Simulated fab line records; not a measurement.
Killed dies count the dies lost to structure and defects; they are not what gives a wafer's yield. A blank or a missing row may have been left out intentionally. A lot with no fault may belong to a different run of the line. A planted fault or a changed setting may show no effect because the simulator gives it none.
What tool caused it?    flow n5-finfet    23 wafers from 8 lots sampled at 8 of the route's 1938 steps

== WHAT THE GAUGES READ, wafer by wafer ==
N5_FIN_SAQP_CD_MEAS_37: the cd target is 8 nm.
lot   measured     on         cd-nm (nm)
L765  day 2 08:55  cd-sem-03  8.00 8.19
L766  day 2 14:46  cd-sem-01  7.70 7.53 7.75
L769  day 3 08:17  cd-sem-03  8.35 7.96 8.54
L773  day 4 07:44  cd-sem-01  7.97 7.80 8.04
L779  day 5 20:22  cd-sem-01  8.18 8.30 7.99
L784  day 7 02:41  cd-sem-02  8.14 8.56 8.24
L786  day 7 14:29  cd-sem-01  8.42 8.31 8.29
L787  day 7 20:31  cd-sem-03  8.37 8.10 7.98

N5_FIN_SAQP_INSPECT_40: inspects for defects (brightfield).
lot   measured     on                 raw-defect-count
L765  day 2 09:02  defect-inspect-02  145 178
L766  day 2 14:53  defect-inspect-01  180 164 249
L769  day 3 08:25  defect-inspect-01  275 383 821
L773  day 4 07:52  defect-inspect-01  150 789 182
L779  day 5 20:30  defect-inspect-02  167 196 284
L784  day 7 02:49  defect-inspect-02  104 90 208
L786  day 7 14:37  defect-inspect-01  189 304 190
L787  day 7 20:39  defect-inspect-01  221 197 142

N5_FIN_CUT_INSPECT_10: inspects for defects (brightfield).
lot   measured     on                 raw-defect-count
L765  day 2 09:33  defect-inspect-02  25 35
L766  day 2 15:17  defect-inspect-02  35 25 41
L769  day 3 08:49  defect-inspect-02  65 66 632
L773  day 4 08:16  defect-inspect-02  45 639 33
L779  day 5 20:54  defect-inspect-02  39 36 54
L784  day 7 03:12  defect-inspect-01  26 18 41
L786  day 7 15:08  defect-inspect-02  32 34 33
L787  day 7 21:10  defect-inspect-01  36 34 27

N5_FIN_CUT_INSPECT_17: inspects for defects (brightfield).
lot   measured     on                 raw-defect-count
L765  day 2 10:30  defect-inspect-01  136 214
L766  day 2 16:18  defect-inspect-01  182 182 256
L769  day 3 09:45  defect-inspect-01  307 388 843
L773  day 4 09:13  defect-inspect-02  145 794 179
L779  day 5 21:50  defect-inspect-02  161 168 272
L784  day 7 04:09  defect-inspect-01  100 99 228
L786  day 7 16:15  defect-inspect-02  174 286 197
L787  day 7 22:07  defect-inspect-01  229 203 151

N5_BEOL_M4_RC_MEAS_101.
lot   measured      on         DIBL_N (mV/V)   DIBL_P (mV/V)  IOFF_N (nA/um)  IOFF_P (nA/um)  ION_N (uA/um)  ION_P (uA/um)  SS_N (mV/dec)   SS_P (mV/dec)   VT_N (mV)    VT_P (mV)
L765  day 12 07:51  prober-01  33.3 34.5       35 36          0.12 0.13       0.19 0.23       655 664        460 464        70.6 70.5       73.0 72.7       254 249      -250 -244
L766  day 12 02:29  prober-01  36.3 33.2 36.7  33 30 35       0.14 0.10 0.14  0.18 0.15 0.21  650 672 682    449 459 470    71.9 71.6 72.0  72.9 72.3 73.0  254 255 253  -250 -253 -250
L769  day 13 01:20  prober-02  37.0 38.4 36.7  38 39 37       0.19 0.20 0.19  0.25 0.25 0.23  671 679 683    455 465 464    72.0 72.7 72.6  73.9 74.4 73.6  246 249 250  -247 -249 -249
L773  day 14 01:37  prober-01  31.5 30.9 30.0  30 30 29       0.09 0.09 0.09  0.14 0.14 0.13  645 657 653    446 456 455    70.8 69.4 69.6  72.5 71.8 71.3  257 254 256  -254 -252 -255
L779  day 15 08:42  prober-01  35.5 37.7 33.9  36 38 34       0.15 0.20 0.13  0.18 0.22 0.16  672 686 667    457 463 457    72.1 71.2 70.4  72.9 74.2 72.4  249 244 248  -253 -251 -255
L784  day 15 22:50  prober-02  37.6 39.2 36.5  38 41 37       0.17 0.21 0.15  0.20 0.28 0.20  673 674 675    458 466 462    71.3 72.2 71.2  73.8 75.1 73.9  248 249 248  -252 -249 -254
L786  day 16 04:26  prober-02  39.9 36.0 35.4  39 34 33       0.22 0.14 0.13  0.24 0.17 0.17  707 661 670    474 450 460    72.3 70.8 70.4  74.2 73.0 72.0  244 250 251  -250 -252 -248
L787  day 17 10:15  prober-01  37.5 40.1 37.4  39 42 38       0.20 0.24 0.19  0.25 0.29 0.24  683 679 681    463 461 466    72.7 72.7 72.0  73.3 74.2 73.7  246 246 247  -248 -248 -247

== TOOL THAT RAN EACH LOT (tool first, then ch and the chambers of the sampled wafers, then the start) ==
lot   N5_FIN_SAQP_ETCH_65              N5_FIN_SAQP_ETCH_69                N5_FIN_SAQP_ETCH_67
L765  rie-si-01 ch 1,2, day 2 06:13    rie-diel-01 ch 1,3, day 2 06:46    rie-diel-01 ch 1,3, day 2 06:50
L766  rie-si-01 ch 1,3, day 2 12:35    rie-diel-01 ch 0,1,2, day 2 13:09  rie-diel-01 ch 0,1,2, day 2 13:13
L769  rie-si-01 ch 0,1,3, day 3 06:20  rie-diel-03 ch 1,2, day 3 07:00    rie-diel-03 ch 1,2, day 3 07:04
L773  rie-si-01 ch 0,1,3, day 4 05:40  rie-diel-04 ch 0,2,3, day 4 06:14  rie-diel-04 ch 0,2,3, day 4 06:17
L779  rie-si-06 ch 0,2,3, day 5 17:57  rie-diel-03 ch 0,1,2, day 5 18:31  rie-diel-03 ch 0,1,2, day 5 18:35
L784  rie-si-01 ch 0,1,2, day 7 00:49  rie-diel-04 ch 1,3, day 7 01:23    rie-diel-04 ch 1,3, day 7 01:26
L786  rie-si-03 ch 1,2, day 7 11:26    rie-diel-03 ch 0,2, day 7 12:00    rie-diel-03 ch 0,2, day 7 12:04
L787  rie-si-03 ch 0,1,2, day 7 18:35  rie-diel-01 ch 0,1,3, day 7 19:11  rie-diel-01 ch 0,1,3, day 7 19:15
- N5_FIN_SAQP_ETCH_65: etches SiO2 in CF4, target depth 4 nm, time 4.4 s.
- N5_FIN_SAQP_ETCH_69: etches SOC in N2/H2, stops on SiNx, target depth 150 nm.
- N5_FIN_SAQP_ETCH_67: etches SiNx in CH3F/O2, target depth 30 nm.

== WHAT THE TOOLS THEMSELVES READ (means of the sampled wafers that have a number; where no wafer has one, the mark that the record gives instead) ==
N5_FIN_SAQP_ETCH_65.
lot   tool       drypump-motor-current-A (A)  he-backside-leak-sccm (sccm)  oes-product-au (a.u.)  throttle-valve-pct (%)
L765  rie-si-01  5.3                          3.0                           0.990                  21.56
L766  rie-si-01  5.4                          2.8                           0.983                  21.70
L769  rie-si-01  5.7                          2.8                           0.999                  21.81
L773  rie-si-01  5.7                          2.8                           0.996                  21.82
L779  rie-si-06  5.6                          3.1                           0.994                  21.83
L784  rie-si-01  5.6                          2.8                           0.983                  21.76
L786  rie-si-03  6.3                          2.5                           0.994                  21.81
L787  rie-si-03  6.1                          2.4                           1.000                  21.96

N5_FIN_SAQP_ETCH_69.
lot   tool         drypump-motor-current-A (A)  oes-product-au (a.u.)  rf-vpp-V (V)  showerhead-plenum-p-Torr (Torr)  throttle-valve-pct (%)
L765  rie-diel-01  5.73                         0.81                   242.2         2.61                             17.80
L766  rie-diel-01  5.64                         0.85                   241.0         2.58                             17.90
L769  rie-diel-03  5.94                         0.79                   241.0         2.59                             17.79
L773  rie-diel-04  5.52                         0.72                   241.9         2.60                             18.09
L779  rie-diel-03  5.77                         0.76                   241.1         2.53                             17.79
L784  rie-diel-04  5.69                         0.71                   241.3         2.56                             18.18
L786  rie-diel-03  5.82                         0.72                   241.1         2.59                             17.78
L787  rie-diel-01  5.72                         0.78                   240.5         2.55                             17.81

N5_FIN_SAQP_ETCH_67.
lot   tool         drypump-motor-current-A (A)  oes_ar_750_au (a.u.)  oes-product-au (a.u.)  rf-vpp-V (V)  showerhead-plenum-p-Torr (Torr)  throttle-valve-pct (%)
L765  rie-diel-01  5.71                         0.81                  0.82                   313           2.04                             16.26
L766  rie-diel-01  5.64                         0.86                  0.87                   303           2.03                             16.40
L769  rie-diel-03  5.89                         0.80                  0.79                   293           2.04                             16.39
L773  rie-diel-04  5.49                         0.72                  0.73                   303           2.03                             16.58
L779  rie-diel-03  5.77                         0.78                  0.76                   288           2.01                             16.42
L784  rie-diel-04  5.70                         0.71                  0.71                   303           1.98                             16.53
L786  rie-diel-03  5.80                         0.74                  0.73                   293           2.05                             16.40
L787  rie-diel-01  5.71                         0.79                  0.79                   302           2.00                             16.32

== THE ANSWER, worked out from the rows above alone ==
Rule: the usual values come from the lots themselves. Put in order of their means at a reading, lots are off if they are a third of the lots or fewer, leave a main group of 4 or more, and stand apart from it by a gap of 3 or more times the standard deviation of the main group's means; of several such gaps the widest counts. A main group whose means are all the same, to the digits that the tables above print for the reading, isn't used. A lot without any number at a reading at which 4 lots or more have one is off too. The other lots that the step has rows for count as sound. The gauges are gone through in route order, then the tools' own readings, and for those a lot's mean is taken as printed above. The first step at which some lot is off is used, and at that step the reading that is off furthest; a lot without a number counts as furthest.
Off: L769, L773, at N5_FIN_SAQP_INSPECT_40 (raw-defect-count). Mean 187 and standard deviation 32 in the main group.
A tool fits if, at a process step before that reading, it ran every lot that is off, and no sound lot after the first of them. The gauges at N5_FIN_SAQP_INSPECT_40 aren't tried: what is off there is off at N5_FIN_CUT_INSPECT_10 too, on other tools, and a gauge's error can't cause that. No candidate that was tried fits.

== WHAT WAS PUT IN BY THE SIMULATOR ==
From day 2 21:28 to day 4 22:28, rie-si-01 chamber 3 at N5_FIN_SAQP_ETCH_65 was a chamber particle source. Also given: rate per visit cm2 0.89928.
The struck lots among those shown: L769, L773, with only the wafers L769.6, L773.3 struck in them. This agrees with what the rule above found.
